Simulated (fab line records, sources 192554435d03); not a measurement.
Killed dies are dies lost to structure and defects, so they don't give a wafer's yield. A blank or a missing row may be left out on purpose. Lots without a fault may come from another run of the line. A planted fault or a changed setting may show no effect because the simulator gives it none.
fab line records | flow n5_finfet
record lots=5 wafers=15 last_day=16
route steps=1938 shown HKMG_FIN@424
lots that met no fault: from a run of the same line without faults
start_h: hours from the record's first day to the start of the lot's first wafer shown | wait_h: hours since the lot's step before | " the same as in the row above | L1.1+2: a row that stands for several wafers | - no value, or no start given | * or withheld: withheld | < > ~ a bound
route shown NAME@n: a module of which the file shows steps, and the number in the route of the first | usual: mean/standard deviation of fault-free wafers | same: alike in all rows | chamber/n: place in a boat | sites: the reading at each site | _std_site: their standard deviation | _edge_site: outer sites' mean less inner sites' | radius_mm: how far each site lies from the wafer's centre | mask NAME#n: copy n | behind: the tool/chamber that last shaped the wafer | hold: why the lot was held/for how many hours/how that ended | device: the transistor (n, p or np) that didn't switch | end of line: the same wafers' tests at the end of the route | a step without rows: its recipe alone | killed: dies lost to structure and defects at the first sort, not the wafer's yield | map: a wafer's dies, x killed, . not, _ none there
set.NAME: the setting as run; set.NAME@STEP: as run at that earlier step | model.NAME: the simulator's own value behind a step, which no gauge read
lots at some steps of the route; a table a step, a row a wafer
services: from which hour (start_h, from the record's first day; less than 0 if before it) a tool's chamber was out of use, for how many hours, and why
## steps
# step N5_HKMG_FIN_COAT_06
# recipe resist=CAR-ArF spin_rpm=1500 resist_thk_nm=90
# columns lot.wafer tool chamber start_h wait_h
L078.1+2+3 litho_track-04 0 - -
L084.3+5+6 litho_track-05 0 - -
L090.1+4+6 litho_track-05 0 - -
L091.1+3+4 litho_track-04 0 - -
L093.1+4+5 litho_track-03 0 - -
# step N5_HKMG_FIN_EBR_08
# recipe solvent=PGMEA ebr_width_mm=1.5
# columns lot.wafer tool chamber start_h wait_h
L078.1+2+3 litho_track-04 0 - -
L084.3+5+6 litho_track-05 0 - -
L090.1+4+6 litho_track-05 0 - -
L091.1+3+4 litho_track-04 0 - -
L093.1+4+5 litho_track-03 0 - -
# step N5_HKMG_FIN_SOFTBAKE_07
# recipe temp_c=110 time_s=60 resist=CAR-ArF
# columns lot.wafer tool chamber start_h wait_h
L078.1+2+3 litho_track-04 0 - -
L084.3+5+6 litho_track-05 0 - -
L090.1+4+6 litho_track-05 0 - -
L091.1+3+4 litho_track-04 0 - -
L093.1+4+5 litho_track-03 0 - -
# step N5_HKMG_FIN_EXPOSE_09
# recipe mask_id=NWFM na=1.35 source_shape=conventional sigma_outer=0.8 polarization=unpolarized dose_mj=39.25
# columns lot.wafer tool chamber start_h wait_h mask
L078.1+2+3 arfi_scanner-03 0 99.65 - NWFM#0
L084.3+5+6 arfi_scanner-02 0 140.04 - NWFM#0
L090.1+4+6 arfi_scanner-03 0 174.46 - NWFM#0
L091.1+3+4 arfi_scanner-01 0 178.58 - NWFM#0
L093.1+4+5 arfi_scanner-03 0 190.27 - NWFM#0
# step N5_HKMG_FIN_PEB_10
# recipe peb_temp_c=withheld peb_time_s=60 resist=CAR-ArF
# columns lot.wafer tool chamber start_h wait_h
L078.1+2+3 litho_track-03 0 99.70 0.1
L084.3+5+6 litho_track-03 0 140.08 0.0
L090.1+4+6 litho_track-04 0 174.52 0.1
L091.1+3+4 litho_track-05 0 178.64 0.1
L093.1+4+5 litho_track-04 0 190.32 0.1
# step N5_HKMG_FIN_DEVELOP_11
# recipe develop_time_s=30 developer=TMAH resist=CAR-ArF dev_temp_c=23 rinse_liquid=diw dry=air_spin
# columns lot.wafer tool chamber start_h wait_h
L078.1+2+3 litho_track-03 0 - -
L084.3+5+6 litho_track-03 0 - -
L090.1+4+6 litho_track-04 0 - -
L091.1+3+4 litho_track-05 0 - -
L093.1+4+5 litho_track-04 0 - -
# step N5_HKMG_FIN_CD_MEAS_12
# recipe target_cd_nm=92.8 landing_energy_ev=500 detector=se_inlens
# usual cd_nm=92.6/0.71
# columns lot.wafer tool chamber start_h wait_h cd_nm
L078.1 cd_sem-03 0 99.77 - 92.0
L078.2 " 0 " " 91.9
L078.3 " 0 " " 92.8
L084.3 cd_sem-02 0 140.15 - 93.8
L084.5 " 0 " " 93.2
L084.6 " 0 " " 92.9
L090.1 cd_sem-02 0 174.58 - 92.7
L090.4 " 0 " " 93.8
L090.6 " 0 " " 93.0
L091.1 cd_sem-02 0 178.71 - 92.2
L091.3 " 0 " " 92.0
L091.4 " 0 " " 92.1
L093.1 cd_sem-02 0 190.39 - 92.2
L093.4 " 0 " " 91.8
L093.5 " 0 " " 93.0
# step N5_HKMG_FIN_OVL_MEAS_13
# recipe points_per_wafer=44
# usual NWFM_OVL=0.0/0.69
# columns lot.wafer tool chamber start_h wait_h NWFM_OVL[nm]
L078.1 overlay-02 0 99.80 0.0 0.6
L078.2 " 0 " " -0.9
L078.3 " 0 " " 0.3
L084.3 overlay-02 0 140.18 0.0 -0.3
L084.5 " 0 " " 0.1
L084.6 " 0 " " -0.8
L090.1 overlay-01 0 174.61 0.0 -0.1
L090.4 " 0 " " -0.1
L090.6 " 0 " " 0.7
L091.1 overlay-02 0 178.74 0.0 0.7
L091.3 " 0 " " 0.4
L091.4 " 0 " " -0.9
L093.1 overlay-01 0 190.42 0.0 -1.4
L093.4 " 0 " " -1.5
L093.5 " 0 " " -2.2
# step N5_HKMG_FIN_INSPECT_14
# recipe mode=adi inspect_instrument=macro
# usual raw_defect_count=2.2/1.4
# columns lot.wafer tool chamber start_h wait_h raw_defect_count
L078.1 defect_inspect-02 - 99.83 0.0 1
L078.2 " - " " 4
L078.3 " - " " 0
L084.3 defect_inspect-01 - 140.20 0.0 3
L084.5 " - " " 1
L084.6 " - " " 2
L090.1 defect_inspect-01 - 174.64 0.0 0
L090.4 " - " " 3
L090.6 " - " " 4
L091.1 defect_inspect-02 - 178.76 0.0 2
L091.3 " - " " 4
L091.4 " - " " 1
L093.1 defect_inspect-02 - 190.44 0.0 2
L093.4 " - " " 4
L093.5 " - " " 2
# step N5_HKMG_FIN_DESCUM_17
# recipe chemistry=O2 time_s=7.9 source_power_w=50 bias_power_w=20 pressure_mtorr=20 rf_frequency_hz=2.712e+07 temp_c=40 resist=CAR-ArF o2_flow_sccm=225
# usual bias_power_w=20.00/0.066 drypump_motor_current_A=5.5/0.49 oes_product_au=0.79/0.11 rf_vpp_V=243.4/1.1 showerhead_plenum_p_Torr=2.10/0.054 throttle_valve_pct=20.57/0.23
# columns lot.wafer tool chamber start_h wait_h bias_power_w drypump_motor_current_A oes_product_au rf_hours_counter_h rf_vpp_V showerhead_plenum_p_Torr throttle_valve_pct
L078.1 rie_diel-03 1 99.86 0.0 20.06 5.8 0.68 243 242.4 2.07 20.83
L078.2 " 3 " " 19.95 5.5 0.72 206 243.6 2.17 20.73
L078.3 " 3 " " 19.95 5.5 0.73 - 244.6 2.17 20.74
L084.3 rie_diel-05 0 140.24 0.0 19.96 5.9 0.90 31 242.0 2.03 20.32
L084.5 " 3 " " 20.00 6.1 0.71 - 244.3 2.09 20.67
L084.6 " 2 " " 20.02 4.8 0.75 - 242.1 2.03 20.64
L090.1 rie_diel-06 1 174.67 0.0 19.97 5.9 0.68 229 242.9 2.06 20.75
L090.4 " 0 " " 20.02 5.3 0.88 - 244.3 2.13 20.05
L090.6 " 3 " " 19.92 4.8 0.69 - 244.3 2.18 20.81
L091.1 rie_diel-06 3 178.98 0.2 20.05 4.8 0.69 210 244.1 2.18 20.81
L091.3 " 0 " " 20.06 5.2 0.87 36 244.7 2.12 20.06
L091.4 " 1 " " 20.14 5.9 0.67 - 243.8 2.06 20.77
L093.1 rie_diel-06 0 190.65 0.2 19.97 5.2 0.87 41 243.9 2.12 20.05
L093.4 " 3 " " 20.00 4.8 0.68 215 244.8 2.18 20.82
L093.5 " 3 " " 19.98 4.8 0.68 - 244.7 2.18 20.80
# step N5_HKMG_FIN_ETCH_31
# recipe chemistry=CF4 target=SiARC target_depth_a=455 mask_material=CAR-ArF time_s=75.8 ion_energy_ev=80 pressure_mtorr=40 source_w=545 bias_w=36 Ar_flow_sccm=100 cf4_flow_sccm=100 ends=cleared
# usual drypump_motor_current_A=5.5/0.49 etch_rf_on_time_s=76.8/2.6 oes_product_au=0.67/0.093 rf_vpp_V=184.1/0.96 showerhead_plenum_p_Torr=2.14/0.051 throttle_valve_pct=15.68/0.26
# columns lot.wafer tool chamber start_h wait_h drypump_motor_current_A etch_rf_on_time_s oes_product_au rf_hours_counter_h rf_vpp_V showerhead_plenum_p_Torr throttle_valve_pct
L078.1 rie_diel-03 1 99.91 0.0 5.9 78.2 0.58 243 184.3 2.09 15.85
L078.2 " 3 " " 5.5 77.1 0.61 206 183.6 2.20 15.84
L078.3 " 3 " " 5.5 77.7 0.61 - 185.0 2.20 15.85
L084.3 rie_diel-05 0 140.27 0.0 5.9 73.5 0.77 31 183.7 2.10 15.63
L084.5 " 3 " " 6.1 80.3 0.60 - 184.4 2.13 15.81
L084.6 " 2 " " 4.8 72.0 0.65 - 185.2 2.05 15.70
L090.1 rie_diel-06 1 174.71 0.0 5.9 81.3 0.56 229 183.6 2.12 16.01
L090.4 " 0 " " 5.3 73.8 0.77 - 185.3 2.20 15.29
L090.6 " 3 " " 4.8 77.4 0.59 - 183.7 2.21 15.89
L091.1 rie_diel-06 3 179.02 0.0 4.8 77.8 0.59 210 184.3 2.21 15.90
L091.3 " 0 " " 5.3 74.2 0.76 36 184.4 2.20 15.30
L091.4 " 1 " " 5.9 81.4 0.57 - 184.2 2.12 16.00
L093.1 rie_diel-06 0 190.68 0.0 5.3 74.1 0.76 41 185.4 2.19 15.31
L093.4 " 3 " " 4.8 78.2 0.58 215 184.3 2.21 15.90
L093.5 " 3 " " 4.9 77.7 0.58 - 185.0 2.21 15.90
# step N5_HKMG_FIN_ETCH_32
# recipe chemistry=N2/H2 target=SOC target_depth_a=2400 temp_c=40 time_s=300 ion_energy_ev=200 mask_material=SiARC pressure_mtorr=30 source_w=840 bias_w=150 n2_flow_sccm=200 h2_flow_sccm=200
# usual drypump_motor_current_A=5.5/0.49 oes_product_au=0.79/0.11 rf_vpp_V=523.9/1.9 showerhead_plenum_p_Torr=2.54/0.075 throttle_valve_pct=17.94/0.23
# columns lot.wafer tool chamber start_h wait_h drypump_motor_current_A oes_product_au rf_hours_counter_h rf_vpp_V showerhead_plenum_p_Torr throttle_valve_pct
L078.1 rie_diel-03 1 100.00 0.1 5.9 0.68 243 522.3 2.49 18.12
L078.2 " 3 " " 5.5 0.72 206 526.2 2.65 18.31
L078.3 " 3 " " 5.5 0.71 - 526.4 2.65 18.30
L084.3 rie_diel-05 0 140.33 0.0 5.9 0.90 31 522.1 2.47 17.64
L084.5 " 3 " " 6.1 0.70 - 522.7 2.54 18.13
L084.6 " 2 " " 4.8 0.76 - 521.1 2.42 17.88
L090.1 rie_diel-06 1 174.76 0.0 5.9 0.65 229 523.0 2.48 18.02
L090.4 " 0 " " 5.3 0.90 - 525.6 2.60 17.63
L090.6 " 3 " " 4.8 0.68 - 524.8 2.62 18.03
L091.1 rie_diel-06 3 179.08 0.0 4.8 0.68 210 526.6 2.62 18.02
L091.3 " 0 " " 5.3 0.90 36 522.1 2.60 17.62
L091.4 " 1 " " 5.9 0.66 - 525.2 2.47 18.01
L093.1 rie_diel-06 0 190.74 0.0 5.3 0.89 41 526.2 2.60 17.64
L093.4 " 3 " " 4.8 0.68 215 525.3 2.62 18.06
L093.5 " 3 " " 4.8 0.68 - 525.2 2.62 18.06
# step N5_HKMG_FIN_STRIP_33
# recipe chemistry=N2/H2 temp_c=40 n2_flow_sccm=200 h2_flow_sccm=200 rf_frequency_hz=6e+07
# columns lot.wafer tool chamber start_h wait_h
L078.1+2+3 rie_diel-03 1,3,3 100.27 0.2
L084.3+5+6 rie_diel-05 0,3,2 140.51 0.1
L090.1+4+6 rie_diel-06 1,0,3 174.94 0.1
L091.1+3+4 rie_diel-06 3,0,1 179.26 0.1
L093.1+4+5 rie_diel-06 0,3,3 190.92 0.1
# step N5_HKMG_FIN_STRIP_34
# recipe chemistry=CF4 resist=SiARC power_w=300 bias_power_w=75 pressure_mtorr=50 cf4_flow_sccm=150 rf_frequency_hz=6e+07
# usual bias_power_w=74.95/0.22 drypump_motor_current_A=5.5/0.49 oes_product_au=0.78/0.098 rf_vpp_V=271.0/1.2 showerhead_plenum_p_Torr=1.79/0.042 throttle_valve_pct=13.65/0.29
# columns lot.wafer tool chamber start_h wait_h bias_power_w drypump_motor_current_A oes_product_au rf_hours_counter_h rf_vpp_V showerhead_plenum_p_Torr throttle_valve_pct
L078.1 rie_diel-03 1 100.28 0.0 74.41 5.9 0.69 243 269.5 1.75 13.87
L078.2 " 3 " " 74.63 5.5 0.72 206 272.3 1.86 13.91
L078.3 " 3 " " 74.94 5.5 0.72 - 272.1 1.86 13.91
L084.3 rie_diel-05 0 140.52 0.0 74.87 5.9 0.88 31 271.0 1.76 13.57
L084.5 " 3 " " 74.73 6.1 0.72 - 270.3 1.79 13.79
L084.6 " 2 " " 75.23 4.8 0.74 - 270.3 1.72 13.65
L090.1 rie_diel-06 1 174.95 0.0 75.00 5.9 0.68 229 270.3 1.77 13.98
L090.4 " 0 " " 74.74 5.3 0.88 - 270.4 1.83 13.21
L090.6 " 3 " " 74.81 4.8 0.70 - 272.9 1.83 13.79
L091.1 rie_diel-06 3 179.27 0.0 74.94 4.8 0.69 210 272.7 1.83 13.79
L091.3 " 0 " " 75.09 5.3 0.87 36 272.5 1.83 13.19
L091.4 " 1 " " 74.60 5.9 0.68 - 270.6 1.77 14.00
L093.1 rie_diel-06 0 190.93 0.0 74.81 5.3 0.86 41 270.9 1.83 13.22
L093.4 " 3 " " 75.22 4.8 0.69 216 272.1 1.83 13.81
L093.5 " 3 " " 74.95 4.8 0.69 - 272.5 1.83 13.80
# step N5_HKMG_FIN_ETCH_35
# recipe chemistry=N2/H2 target=SOC target_depth_a=2158 ion_energy_ev=65 bias_w=5 source_w=3000 time_s=243.4 pressure_mtorr=30 n2_flow_sccm=200 h2_flow_sccm=200
# usual drypump_motor_current_A=5.5/0.49 oes_product_au=0.78/0.11 rf_vpp_V=141.5/0.97 showerhead_plenum_p_Torr=2.54/0.075 throttle_valve_pct=17.95/0.23
# columns lot.wafer tool chamber start_h wait_h drypump_motor_current_A oes_product_au rf_hours_counter_h rf_vpp_V showerhead_plenum_p_Torr throttle_valve_pct
L078.1 rie_diel-03 1 100.31 0.0 5.9 0.68 243 142.4 2.49 18.13
L078.2 " 3 " " 5.5 0.71 206 141.0 2.65 18.31
L078.3 " 3 " " 5.5 0.71 - 142.5 2.65 18.33
L084.3 rie_diel-05 0 140.54 0.0 5.9 0.90 31 141.6 2.47 17.65
L084.5 " 3 " " 6.1 0.70 - 141.3 2.54 18.13
L084.6 " 2 " " 4.9 0.75 - 141.0 2.42 17.87
L090.1 rie_diel-06 1 174.97 0.0 5.9 0.66 229 140.7 2.48 18.02
L090.4 " 0 " " 5.3 0.91 - 141.0 2.60 17.62
L090.6 " 3 " " 4.8 0.69 - 142.2 2.62 18.05
L091.1 rie_diel-06 3 179.29 0.0 4.8 0.69 210 142.2 2.62 18.06
L091.3 " 0 " " 5.3 0.91 36 142.6 2.60 17.64
L091.4 " 1 " " 5.9 0.65 - 140.9 2.47 18.02
L093.1 rie_diel-06 0 190.95 0.0 5.3 0.89 41 141.3 2.60 17.65
L093.4 " 3 " " 4.8 0.67 216 141.4 2.62 18.04
L093.5 " 3 " " 4.8 0.68 - 141.9 2.62 18.06
# step N5_HKMG_FIN_STRIP_92
# recipe chemistry=N2/H2 material=SOC time_s=20 power_w=500 temp_c=40 pressure_mtorr=50 rf_frequency_hz=6e+07 bias_power_w=8 h2_frac=0.5 n2_flow_sccm=300 h2_flow_sccm=300
# usual bias_power_w=8.000/0.023 drypump_motor_current_A=5.5/0.49 oes_product_au=0.78/0.11 rf_vpp_V=54.2/0.8 showerhead_plenum_p_Torr=3.36/0.095 throttle_valve_pct=19.2/0.43
# columns lot.wafer tool chamber start_h wait_h bias_power_w drypump_motor_current_A oes_product_au rf_hours_counter_h rf_vpp_V showerhead_plenum_p_Torr throttle_valve_pct
L078.1 rie_diel-03 1 100.54 0.1 7.966 5.9 0.67 243 54.6 3.29 19.2
L078.2 " 3 " " 7.962 5.5 0.71 207 55.4 3.50 19.7
L078.3 " 3 " " 7.934 5.5 0.71 - 55.5 3.50 19.7
L084.3 rie_diel-05 0 140.69 0.1 7.980 5.9 0.90 31 54.3 3.26 18.5
L084.5 " 3 " " 8.048 6.1 0.69 - 55.2 3.35 19.5
L084.6 " 2 " " 8.010 4.9 0.76 - 54.9 3.20 19.3
L090.1 rie_diel-06 1 175.12 0.1 8.041 5.9 0.66 229 54.5 3.27 19.1
L090.4 " 0 " " 7.991 5.3 0.91 - 53.7 3.44 19.1
L090.6 " 3 " " 7.973 4.9 0.69 - 53.9 3.46 19.0
L091.1 rie_diel-06 3 179.43 0.1 8.006 4.9 0.69 210 54.8 3.46 18.9
L091.3 " 0 " " 8.020 5.3 0.91 36 55.3 3.43 19.1
L091.4 " 1 " " 8.032 5.9 0.66 - 54.0 3.27 19.1
L093.1 rie_diel-06 0 191.10 0.1 7.992 5.3 0.90 41 53.4 3.43 19.1
L093.4 " 3 " " 7.992 4.8 0.69 216 54.5 3.46 19.0
L093.5 " 3 " " 7.985 4.8 0.68 - 55.4 3.46 19.0
# step N5_HKMG_FIN_WET_ETCH_18
# recipe chemistry=SC1 target=TiN mix=1:1:5 temp_c=* time_s=55 target_depth_nm=5.2 dry=ipa_marangoni rinse_time_s=30 rinse_temp_c=23
# usual nh4oh_flow_mL_min=214.3/0.58
# columns lot.wafer tool chamber start_h wait_h nh4oh_flow_mL_min
L078.1 wet_bench-05 0 100.65 0.1 213.6
L078.2 " 4 " " 214.7
L078.3 " 7 " " 214.4
L084.3 wet_bench-03 5 140.77 0.1 214.2
L084.5 " 4 " " 214.8
L084.6 " 3 " " 213.8
L090.1 wet_bench-02 1 175.21 0.1 213.7
L090.4 " 7 " " 215.2
L090.6 " 0 " " 214.1
L091.1 wet_bench-05 4 179.52 0.1 214.1
L091.3 " 2 " " 215.0
L091.4 " 7 " " 213.8
L093.1 wet_bench-05 7 191.19 0.1 213.9
L093.4 " 0 " " 213.9
L093.5 " 6 " " 214.5
# step N5_HKMG_FIN_STRIP_19
# recipe chemistry=N2/H2 power_w=2500 temp_c=300 h2_frac=0.65 time_s=360 pressure_mtorr=withheld n2_flow_sccm=1750 h2_flow_sccm=3250
# usual drypump_motor_current_A=5.6/0.45 heater_power_w=472/39
# columns lot.wafer tool chamber start_h wait_h drypump_motor_current_A heater_power_w rf_hours_counter_h
L078.1 plasma_asher-02 0 100.71 0.0 4.9 464 93
L078.2 " 1 " " 5.4 472 93
L078.3 " 0 " " 4.8 458 -
L084.3 plasma_asher-01 0 140.96 0.1 6.1 422 -
L084.5 " 1 " " 5.6 514 -
L084.6 " 0 " " 6.1 417 -
L090.1 plasma_asher-01 0 175.27 0.0 6.1 419 53
L090.4 " 0 " " 6.1 425 -
L090.6 " 0 " " 6.1 420 -
L091.1 plasma_asher-01 1 179.58 0.0 5.7 510 54
L091.3 " 1 " " 5.6 514 -
L091.4 " 0 " " 6.1 427 -
L093.1 plasma_asher-01 0 191.25 0.0 6.1 424 56
L093.4 " 1 " " 5.7 519 -
L093.5 " 0 " " 6.1 425 -
# step N5_HKMG_FIN_ALD_91
# recipe material=TiN target_thk_a=10 temp_c=400 ald_precursor_family=TiCl4 ald_co_reactant=NH3 pulse_time_s=1 purge_time_s=3 co_reactant_purge_time_s=2 co_reactant_pulse_time_s=2 ald_cycles=47 pressure_torr=3
# usual heater_power_w=910/100 precursor_pulse_height_rel=1.000/0.021
# columns lot.wafer tool chamber start_h wait_h heater_power_w precursor_pulse_height_rel
L078.1 ald_metal-01 0 101.10 0.3 1070 1.003
L078.2 " 1 " " 806 0.978
L078.3 " 2 " " 996 0.997
L084.3 ald_metal-04 2 141.22 0.1 790 0.988
L084.5 " 3 " " 971 0.996
L084.6 " 0 " " 949 1.029
L090.1 ald_metal-04 1 175.66 0.3 774 1.009
L090.4 " 3 " " 991 1.011
L090.6 " 2 " " 795 1.034
L091.1 ald_metal-02 2 179.97 0.3 905 1.033
L091.3 " 3 " " 844 0.993
L091.4 " 1 " " 706 1.018
L093.1 ald_metal-04 1 191.70 0.3 768 0.978
L093.4 " 2 " " 821 1.004
L093.5 " 2 " " 805 1.032
# step N5_HKMG_FIN_COAT_85
# recipe resist=SOC temp_c=250 time_s=60 spin_rpm=1500 resist_thk_nm=300
# columns lot.wafer tool chamber start_h wait_h
L078.1+2+3 litho_track-04 0 101.37 0.2
L084.3+5+6 litho_track-04 0 141.51 0.2
L090.1+4+6 litho_track-05 0 175.93 0.2
L091.1+3+4 litho_track-05 0 180.24 0.2
L093.1+4+5 litho_track-04 0 191.97 0.2
# step N5_HKMG_FIN_ETCH_86
# recipe chemistry=N2/H2 target=SOC target_depth_a=3932 stop_on=TiN ion_energy_ev=100 bias_w=61 pressure_mtorr=30 source_w=850 n2_flow_sccm=200 h2_flow_sccm=200
# usual drypump_motor_current_A=5.4/0.51 oes_product_au=0.78/0.11 rf_vpp_V=240.8/1.2 showerhead_plenum_p_Torr=2.54/0.073 throttle_valve_pct=17.88/0.22
# columns lot.wafer tool chamber start_h wait_h drypump_motor_current_A oes_product_au rf_hours_counter_h rf_vpp_V showerhead_plenum_p_Torr throttle_valve_pct
L078.1 rie_diel-05 0 101.52 - 5.9 0.92 17 240.8 2.47 17.59
L078.2 " 2 " " 4.9 0.75 135 239.0 2.43 17.83
L078.3 " 3 " " 6.1 0.73 169 240.5 2.54 18.09
L084.3 rie_diel-06 2 141.62 - 4.7 0.68 239 240.2 2.49 18.05
L084.5 " 1 " " 5.9 0.68 - 239.8 2.48 17.98
L084.6 " 2 " " 4.7 0.67 - 240.8 2.49 18.04
L090.1 rie_diel-06 1 176.12 - 5.9 0.68 230 240.4 2.48 18.01
L090.4 " 3 " " 4.9 0.70 - 242.1 2.62 18.00
L090.6 " 0 " " 5.2 0.88 - 242.6 2.60 17.61
L091.1 rie_diel-05 3 180.52 - 6.1 0.71 199 240.7 2.53 18.13
L091.3 " 2 " " 4.9 0.72 168 237.6 2.41 17.89
L091.4 " 1 " " 5.1 0.85 35 242.9 2.59 17.62
L093.1 rie_diel-03 1 192.04 - 5.9 0.91 18 240.4 2.48 17.63
L093.4 " 3 " " 5.5 0.69 245 243.1 2.63 18.35
L093.5 " 2 " " 5.8 0.89 - 240.5 2.61 17.92
# step N5_HKMG_FIN_STRIP_89
# recipe chemistry=N2/H2 material=SOC time_s=20 power_w=500 temp_c=40 pressure_mtorr=50 rf_frequency_hz=6e+07 bias_power_w=8 h2_frac=0.5 n2_flow_sccm=300 h2_flow_sccm=300
# usual bias_power_w=7.999/0.022 drypump_motor_current_A=5.4/0.51 oes_product_au=0.79/0.11 rf_vpp_V=54.2/0.87 showerhead_plenum_p_Torr=3.36/0.093 throttle_valve_pct=19.1/0.37
# columns lot.wafer tool chamber start_h wait_h bias_power_w drypump_motor_current_A oes_product_au rf_hours_counter_h rf_vpp_V showerhead_plenum_p_Torr throttle_valve_pct
L078.1 rie_diel-05 0 101.58 0.0 8.018 5.9 0.94 17 54.0 3.27 18.4
L078.2 " 2 " " 8.043 4.9 0.78 135 52.8 3.21 19.2
L078.3 " 3 " " 7.967 6.1 0.71 170 54.4 3.36 19.5
L084.3 rie_diel-06 2 141.68 0.0 8.025 4.7 0.69 239 52.9 3.29 19.0
L084.5 " 1 " " 8.009 5.9 0.68 - 53.0 3.28 19.0
L084.6 " 2 " " 8.010 4.7 0.68 - 53.1 3.29 19.1
L090.1 rie_diel-06 1 176.18 0.0 8.022 5.9 0.66 230 54.4 3.27 19.1
L090.4 " 3 " " 7.996 4.8 0.68 - 56.1 3.46 19.0
L090.6 " 0 " " 7.993 5.3 0.92 - 54.5 3.44 19.1
L091.1 rie_diel-05 3 180.58 0.0 8.043 6.1 0.69 199 53.9 3.34 19.5
L091.3 " 2 " " 7.980 4.8 0.74 168 53.4 3.19 19.3
L091.4 " 1 " " 7.996 5.1 0.83 35 54.3 3.41 18.8
L093.1 rie_diel-03 1 192.10 0.0 8.028 5.9 0.91 18 52.9 3.28 18.8
L093.4 " 3 " " 8.018 5.5 0.69 245 54.7 3.47 19.8
L093.5 " 2 " " 7.968 5.8 0.89 - 53.3 3.44 20.0
# step N5_HKMG_FIN_WET_ETCH_87
# recipe chemistry=SC1 target=TiN mix=1:2:40 temp_c=50 time_s=154.2 target_depth_nm=4.7 dry=ipa_marangoni rinse_time_s=30 rinse_temp_c=23
# usual nh4oh_flow_mL_min=34.89/0.11
# columns lot.wafer tool chamber start_h wait_h nh4oh_flow_mL_min
L078.1 wet_bench-03 0 101.68 0.1 34.74
L078.2 " 7 " " 34.92
L078.3 " 2 " " 34.88
L084.3 wet_bench-02 1 141.78 0.1 34.92
L084.5 " 2 " " 34.71
L084.6 " 5 " " 34.89
L090.1 wet_bench-05 0 176.28 0.1 34.85
L090.4 " 1 " " 34.96
L090.6 " 2 " " 34.61
L091.1 wet_bench-02 4 180.74 0.1 34.73
L091.3 " 2 " " 34.77
L091.4 " 6 " " 34.95
L093.1 wet_bench-03 4 192.20 0.1 34.81
L093.4 " 7 " " 34.94
L093.5 " 3 " " 34.84
# step N5_HKMG_FIN_STRIP_88
# recipe chemistry=N2/H2 power_w=2500 temp_c=300 h2_frac=0.65 time_s=360 pressure_mtorr=withheld n2_flow_sccm=1750 h2_flow_sccm=3250
# usual drypump_motor_current_A=5.5/0.45 heater_power_w=473/33
# columns lot.wafer tool chamber start_h wait_h drypump_motor_current_A heater_power_w rf_hours_counter_h
L078.1 plasma_asher-02 1 101.85 0.1 5.5 475 94
L078.2 " 0 " " 4.8 462 94
L078.3 " 0 " " 4.9 470 -
L084.3 plasma_asher-01 0 141.99 0.1 6.1 416 -
L084.5 " 0 " " 6.1 429 -
L084.6 " 1 " " 5.7 514 -
L090.1 plasma_asher-01 1 176.37 0.0 5.7 524 53
L090.4 " 0 " " 6.1 416 -
L090.6 " 1 " " 5.7 510 -
L091.1 plasma_asher-01 1 180.83 0.0 5.6 508 54
L091.3 " 1 " " 5.7 521 -
L091.4 " 0 " " 6.1 419 -
L093.1 plasma_asher-02 1 192.29 0.0 5.4 494 114
L093.4 " 0 " " 4.9 456 -
L093.5 " 1 " " 5.4 494 -
# step N5_HKMG_FIN_NWFM_ALD_20
# recipe material=TiAlC target_thk_a=20 temp_c=300 ald_precursor_family=TiCl4 ald_co_reactant=TEA pulse_time_s=3 purge_time_s=2 co_reactant_purge_time_s=2 co_reactant_pulse_time_s=10 ald_cycles=7 pressure_torr=3
# usual heater_power_w=504/58 precursor_pulse_height_rel=1.001/0.02
# columns lot.wafer tool chamber start_h wait_h heater_power_w precursor_pulse_height_rel
L078.1 ald_metal-02 1 102.23 0.3 393 1.015
L078.2 " 2 " " 518 1.032
L078.3 " 0 " " 558 0.973
L084.3 ald_metal-02 3 142.25 0.1 487 1.012
L084.5 " 0 " " 558 0.988
L084.6 " 1 " " 391 1.005
L090.1 ald_metal-01 2 176.75 0.3 561 0.991
L090.4 " 3 " " 525 1.068
L090.6 " 2 " " 566 0.996
L091.1 ald_metal-04 3 181.33 0.4 564 1.002
L091.3 " 0 " " 524 0.992
L091.4 " 2 " " 446 0.980
L093.1 ald_metal-04 1 192.67 0.3 437 1.000
L093.4 " 0 " " 532 0.993
L093.5 " 0 " " 525 1.010
# step N5_HKMG_FIN_ALD_71
# recipe material=TiN target_thk_a=10 temp_c=400 ald_precursor_family=TiCl4 ald_co_reactant=NH3 pulse_time_s=1 purge_time_s=3 co_reactant_purge_time_s=2 co_reactant_pulse_time_s=2 ald_cycles=47 pressure_torr=3
# usual heater_power_w=904/100 precursor_pulse_height_rel=1.002/0.02
# columns lot.wafer tool chamber start_h wait_h heater_power_w precursor_pulse_height_rel
L078.1 ald_metal-02 1 102.33 0.0 712 1.044
L078.2 " 2 " " 913 1.017
L078.3 " 0 " " 998 0.997
L084.3 ald_metal-02 3 142.35 0.0 857 1.017
L084.5 " 0 " " 993 0.970
L084.6 " 1 " " 702 1.036
L090.1 ald_metal-01 2 176.85 0.0 984 0.996
L090.4 " 3 " " 919 1.027
L090.6 " 2 " " 1015 1.021
L091.1 ald_metal-04 3 181.43 0.0 981 1.009
L091.3 " 0 " " 929 1.036
L091.4 " 2 " " 820 1.008
L093.1 ald_metal-04 1 192.77 0.0 785 1.013
L093.4 " 0 " " 968 1.030
L093.5 " 0 " " 970 1.005
# step N5_HKMG_FIN_COAT_66
# recipe resist=SOC temp_c=250 time_s=60 spin_rpm=1500 resist_thk_nm=300
# columns lot.wafer tool chamber start_h wait_h
L078.1+2+3 litho_track-03 0 102.60 0.2
L084.3+5+6 litho_track-04 0 142.63 0.2
L090.1+4+6 litho_track-04 0 177.12 0.2
L091.1+3+4 litho_track-04 0 181.71 0.2
L093.1+4+5 litho_track-04 0 193.04 0.2
## services
# columns tool chamber start_h hours kind
ald_metal-02 3 77.14 10.3 repair
rie_diel-03 0 77.63 53.1 repair
ald_metal-02 - 85.26 8.7 pm
arfi_scanner-02 - 87.05 1.3 pm
plasma_asher-01 - 90.85 2.3 repair
rie_diel-03 2 97.15 3.3 repair
arfi_scanner-02 - 99.12 3.1 pm
rie_diel-06 0 100.78 9.1 repair
arfi_scanner-03 - 103.23 0.5 repair
ald_metal-02 - 113.07 0.6 repair
rie_diel-06 - 119.48 4.4 repair
arfi_scanner-03 - 122.76 1.3 pm
rie_diel-06 0 124.63 1.7 repair
arfi_scanner-01 - 129.51 1.0 pm
ald_metal-02 - 134.71 0.4 repair
arfi_scanner-03 - 138.26 4.9 pm
rie_diel-03 - 158.24 0.4 repair
arfi_scanner-03 - 158.74 1.0 pm
rie_diel-06 2 168.19 - clean
rie_diel-03 3 168.79 4.2 repair
arfi_scanner-01 - 172.91 0.8 pm
arfi_scanner-02 - 177.79 1.0 pm
arfi_scanner-03 - 184.85 0.8 pm
arfi_scanner-01 - 191.63 1.3 pm
## key
fault none
